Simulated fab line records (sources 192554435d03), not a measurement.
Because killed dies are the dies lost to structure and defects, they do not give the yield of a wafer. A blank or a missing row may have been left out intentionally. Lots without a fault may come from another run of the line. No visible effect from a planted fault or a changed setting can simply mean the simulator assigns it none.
Split-lot experiment || flow n5-finfet || on a route of 1938 steps: 7 lots, 21 wafers read

== THE SPLIT ==
At N5_BEOL_M13_SPUTTER_43 (material TaN, target thk 15 nm, time 24.19 s), the setting time-s was moved away from the recipe's 24.19 s on 7 of the 21 wafers read, by -12.9% to +11.9%. For the rest of the wafers, this setting stayed at what the recipe calls for.

The reading comes from the split's own step.

== THE READING ==
TaN_of_BEOL_M13_SPUTTER_43.thk-nm (the simulator's own value, which no gauge read), in nm, at N5_BEOL_M13_SPUTTER_43 (material TaN, target thk 15 nm, time 24.19 s). The file does not state a usual value for it. Across the 14 wafers here that went through the recipe, the average is 14.9 nm and the standard deviation 0.18 nm.

{"wafer": "L075.1", "tool, chamber at the split": "pvd-sputter-02, -", "time-s as run, s": 24.19, "against the recipe": "recipe", "TaN_of_BEOL_M13_SPUTTER_43.thk-nm, nm": 15, "against lot-mates on the recipe": "-"}
{"wafer": "L075.2", "tool, chamber at the split": "pvd-sputter-02, -", "time-s as run, s": 21.07, "against the recipe": "-12.9%", "TaN_of_BEOL_M13_SPUTTER_43.thk-nm, nm": 13.4, "against lot-mates on the recipe": -1.5}
{"wafer": "L075.4", "tool, chamber at the split": "pvd-sputter-02, -", "time-s as run, s": 24.19, "against the recipe": "recipe", "TaN_of_BEOL_M13_SPUTTER_43.thk-nm, nm": 14.8, "against lot-mates on the recipe": "-"}
{"wafer": "L086.2", "tool, chamber at the split": "pvd-sputter-02, -", "time-s as run, s": 24.19, "against the recipe": "recipe", "TaN_of_BEOL_M13_SPUTTER_43.thk-nm, nm": 15, "against lot-mates on the recipe": "-"}
{"wafer": "L086.3", "tool, chamber at the split": "pvd-sputter-02, -", "time-s as run, s": 24.19, "against the recipe": "recipe", "TaN_of_BEOL_M13_SPUTTER_43.thk-nm, nm": 14.8, "against lot-mates on the recipe": "-"}
{"wafer": "L086.4", "tool, chamber at the split": "pvd-sputter-02, -", "time-s as run, s": 24.19, "against the recipe": "recipe", "TaN_of_BEOL_M13_SPUTTER_43.thk-nm, nm": 15.4, "against lot-mates on the recipe": "-"}
{"wafer": "L087.2", "tool, chamber at the split": "pvd-sputter-02, -", "time-s as run, s": 24.19, "against the recipe": "recipe", "TaN_of_BEOL_M13_SPUTTER_43.thk-nm, nm": 15, "against lot-mates on the recipe": "-"}
{"wafer": "L087.4", "tool, chamber at the split": "pvd-sputter-02, -", "time-s as run, s": 24.19, "against the recipe": "recipe", "TaN_of_BEOL_M13_SPUTTER_43.thk-nm, nm": 14.8, "against lot-mates on the recipe": "-"}
{"wafer": "L087.5", "tool, chamber at the split": "pvd-sputter-02, -", "time-s as run, s": 24.19, "against the recipe": "recipe", "TaN_of_BEOL_M13_SPUTTER_43.thk-nm, nm": 14.8, "against lot-mates on the recipe": "-"}
{"wafer": "L092.2", "tool, chamber at the split": "pvd-sputter-03, -", "time-s as run, s": 24.19, "against the recipe": "recipe", "TaN_of_BEOL_M13_SPUTTER_43.thk-nm, nm": 15, "against lot-mates on the recipe": "-"}
{"wafer": "L092.3", "tool, chamber at the split": "pvd-sputter-03, -", "time-s as run, s": 24.19, "against the recipe": "recipe", "TaN_of_BEOL_M13_SPUTTER_43.thk-nm, nm": 15, "against lot-mates on the recipe": "-"}
{"wafer": "L092.5", "tool, chamber at the split": "pvd-sputter-03, -", "time-s as run, s": 26.44, "against the recipe": "+9.3%", "TaN_of_BEOL_M13_SPUTTER_43.thk-nm, nm": 16.4, "against lot-mates on the recipe": "+1.4"}
{"wafer": "L090.1", "tool, chamber at the split": "pvd-sputter-02, -", "time-s as run, s": 26.34, "against the recipe": "+8.9%", "TaN_of_BEOL_M13_SPUTTER_43.thk-nm, nm": 16, "against lot-mates on the recipe": "+1.0"}
{"wafer": "L090.3", "tool, chamber at the split": "pvd-sputter-02, -", "time-s as run, s": 26.34, "against the recipe": "+8.9%", "TaN_of_BEOL_M13_SPUTTER_43.thk-nm, nm": 16.2, "against lot-mates on the recipe": "+1.2"}
{"wafer": "L090.4", "tool, chamber at the split": "pvd-sputter-02, -", "time-s as run, s": 24.19, "against the recipe": "recipe", "TaN_of_BEOL_M13_SPUTTER_43.thk-nm, nm": 15, "against lot-mates on the recipe": "-"}
{"wafer": "L091.1", "tool, chamber at the split": "pvd-sputter-03, -", "time-s as run, s": 27.07, "against the recipe": "+11.9%", "TaN_of_BEOL_M13_SPUTTER_43.thk-nm, nm": 17, "against lot-mates on the recipe": "no lot-mate on the recipe"}
{"wafer": "L091.3", "tool, chamber at the split": "pvd-sputter-03, -", "time-s as run, s": 27.07, "against the recipe": "+11.9%", "TaN_of_BEOL_M13_SPUTTER_43.thk-nm, nm": 17, "against lot-mates on the recipe": "no lot-mate on the recipe"}
{"wafer": "L091.5", "tool, chamber at the split": "pvd-sputter-03, -", "time-s as run, s": 27.07, "against the recipe": "+11.9%", "TaN_of_BEOL_M13_SPUTTER_43.thk-nm, nm": 16.8, "against lot-mates on the recipe": "no lot-mate on the recipe"}
{"wafer": "L093.1", "tool, chamber at the split": "pvd-sputter-03, -", "time-s as run, s": 24.19, "against the recipe": "recipe", "TaN_of_BEOL_M13_SPUTTER_43.thk-nm, nm": 14.8, "against lot-mates on the recipe": "-"}
{"wafer": "L093.4", "tool, chamber at the split": "pvd-sputter-03, -", "time-s as run, s": 24.19, "against the recipe": "recipe", "TaN_of_BEOL_M13_SPUTTER_43.thk-nm, nm": 14.6, "against lot-mates on the recipe": "-"}
{"wafer": "L093.5", "tool, chamber at the split": "pvd-sputter-03, -", "time-s as run, s": 24.19, "against the recipe": "recipe", "TaN_of_BEOL_M13_SPUTTER_43.thk-nm, nm": 15, "against lot-mates on the recipe": "-"}

THE FIT
A straight line over all 21 wafers: TaN_of_BEOL_M13_SPUTTER_43.thk-nm changes by +0.148 nm for each +1% of time-s; r = +0.97; the points scatter about the line by 0.21 nm.
The same after taking each lot's own level away (the mean of its wafers on the recipe; 18 wafers): +0.126 nm for each +1%; r = +0.97; scatter 0.16 nm.
According to that fit, moving time-s by its largest amount changes the reading by 1.6 nm.
The span of the lots' own levels, 14.80 to 15.07 nm, comes to 1.5 times the standard deviation stated above.
In other words, the slope is changed by the lot-to-lot level; the two fits disagree.
Check: -1.72 nm against its lot-mates is what the line predicts for one of the wafers moved furthest among these (-12.9%) when that wafer is left out of the fit. Against them it came out at -1.5 nm.

== THE OTHER SPLITS THESE WAFERS WENT THROUGH ==
Before the reading, these wafers also passed through other splits. Each is held against what the fit with the lots' levels taken away leaves over:
{"other split on the same wafers": "N5_BEOL_M10_COAT_63 spin-rpm", "wafers away from the commonest value": 8, "r with TaN_of_BEOL_M13_SPUTTER_43.thk-nm (lot level and that fit taken away)": -0.07}
{"other split on the same wafers": "N5_BEOL_M10_DEVELOP_27 develop-time-s", "wafers away from the commonest value": 7, "r with TaN_of_BEOL_M13_SPUTTER_43.thk-nm (lot level and that fit taken away)": "+0.19"}
{"other split on the same wafers": "N5_BEOL_M11_COAT_05 spin-rpm", "wafers away from the commonest value": 5, "r with TaN_of_BEOL_M13_SPUTTER_43.thk-nm (lot level and that fit taken away)": -0.39}
{"other split on the same wafers": "N5_BEOL_M11_EXPOSE_08 dose-mj", "wafers away from the commonest value": 8, "r with TaN_of_BEOL_M13_SPUTTER_43.thk-nm (lot level and that fit taken away)": "+0.10"}

== THE FILE'S OWN FIT ==
TaN_of_BEOL_M13_SPUTTER_43.thk-nm changes by +0.127 nm for each +1% of time-s, r = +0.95.
